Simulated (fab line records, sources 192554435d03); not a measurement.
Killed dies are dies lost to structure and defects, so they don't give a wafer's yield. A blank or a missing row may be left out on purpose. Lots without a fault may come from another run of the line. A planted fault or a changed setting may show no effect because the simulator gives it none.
A struck lot beside a sound one | flow n5_finfet | 15 steps out of a route of 1938
Sound: wafers L280.2, L280.3, L280.6. Struck: wafer L270.1. (L270.3, L270.6 of the same lot were not struck and are left out.) The cause comes at the end.
At each step with rows: each side's tool, then ch and its chambers, then its first start. Under that, the readings that differ: sound wafers | struck wafers | difference of the means | sigmas: that difference in standard deviations of wafers without a fault.
alike: readings whose means differ by less than 2 such deviations, and words and numbers that are the same on both sides. not compared: withheld readings, readings that some wafer has no value for, bounds like >300 that may hide the same value, and numbers for which the record gives no deviation and whose values overlap.
The two part at a step that has a row with sigmas, a row that says differs or no value, or rows on one side only. Numbers that don't overlap but have no deviation are shown without sigmas and don't part them. A reading that every wafer of one side lacks parts them only if that side has two wafers or more.

first, 2 steps without rows for these wafers: N5_BEOL_M14_PRECLEAN_39 (cleans in residue remover, time 60 s); N5_BEOL_M14_SRD_40 (time 30 s, dry time 30 s).
N5_BEOL_M14_DEGAS_41: time 60 s.
  sound on pvd_sputter-01, day 16 11:44; struck on pvd_sputter-03, day 13 15:28
  alike: heater_power_w
then, 1 step without rows for these wafers: N5_BEOL_M14_PRE_CLEAN_42 (time 30 s).
N5_BEOL_M14_SPUTTER_43: material TaN, target thk 15 nm, time 24.19 s.
  sound on pvd_sputter-01, day 16 11:49; struck on pvd_sputter-03, day 13 15:32
  alike: throttle_valve_pct
N5_BEOL_M14_SPUTTER_44: material Ta, target thk 15 nm, time 24.19 s.
  sound on pvd_sputter-01, day 16 11:53; struck on pvd_sputter-03, day 13 15:37
  alike: throttle_valve_pct
N5_BEOL_M14_SPUTTER_45: material Cu, target thk 100 nm, time 16.67 s.
  sound on pvd_sputter-01, day 16 11:58; struck on pvd_sputter-03, day 13 15:42
  alike: throttle_valve_pct
then, 1 step without rows for these wafers: N5_BEOL_M14_ECD_47 (material Cu, target thk 1248 nm).
N5_BEOL_M14_ANNEAL_48: time 90 s.
  sound on rtp_anneal-01 ch 0, day 16 12:19; struck on rtp_anneal-01 ch 0, day 13 16:01
  alike: wafer_temp_C_max
then, 1 step without rows for these wafers: N5_BEOL_M14_CMP_49 (polishes, stops on SiO2, t overpolish 5.2 s, target thk 560 nm).
N5_BEOL_M14_THK_MEAS_50: measures by xrf.
  sound on film_metro-02, day 16 12:52; struck on film_metro-01, day 13 16:36
  alike: M14_THK
then, 1 step without rows for these wafers: N5_BEOL_M14_PRE_CLEAN_52 (time 15 s).
N5_BEOL_M14_DEP_53: deposits SiCN from 3MS/NH3, target thk 50 nm, time 17.8 s.
  sound on pecvd-04 ch 0,1,2, day 16 12:56; struck on pecvd-02 ch 1, day 13 16:40
  reading                                   | sound          | struck | difference | sigmas
  model.SiCN_of_BEOL_M14_DEP_53.thk_nm (nm) | 49.8 49.8 51.2 | 47.4   | -2.9       |
  alike: showerhead_plenum_p_Torr, showerhead_vpp_V, throttle_valve_pct
N5_BEOL_M14_RS_MEAS_54: measures by four-point-probe.
  sound on film_metro-02, day 16 12:59; struck on film_metro-01, day 13 16:44
  alike: M14_RS
then, 1 step without rows for these wafers: N5_PASSIVATION_PROBE_49.

WHERE THEY PART
Nowhere in this record.

WHY: what the simulator had put in
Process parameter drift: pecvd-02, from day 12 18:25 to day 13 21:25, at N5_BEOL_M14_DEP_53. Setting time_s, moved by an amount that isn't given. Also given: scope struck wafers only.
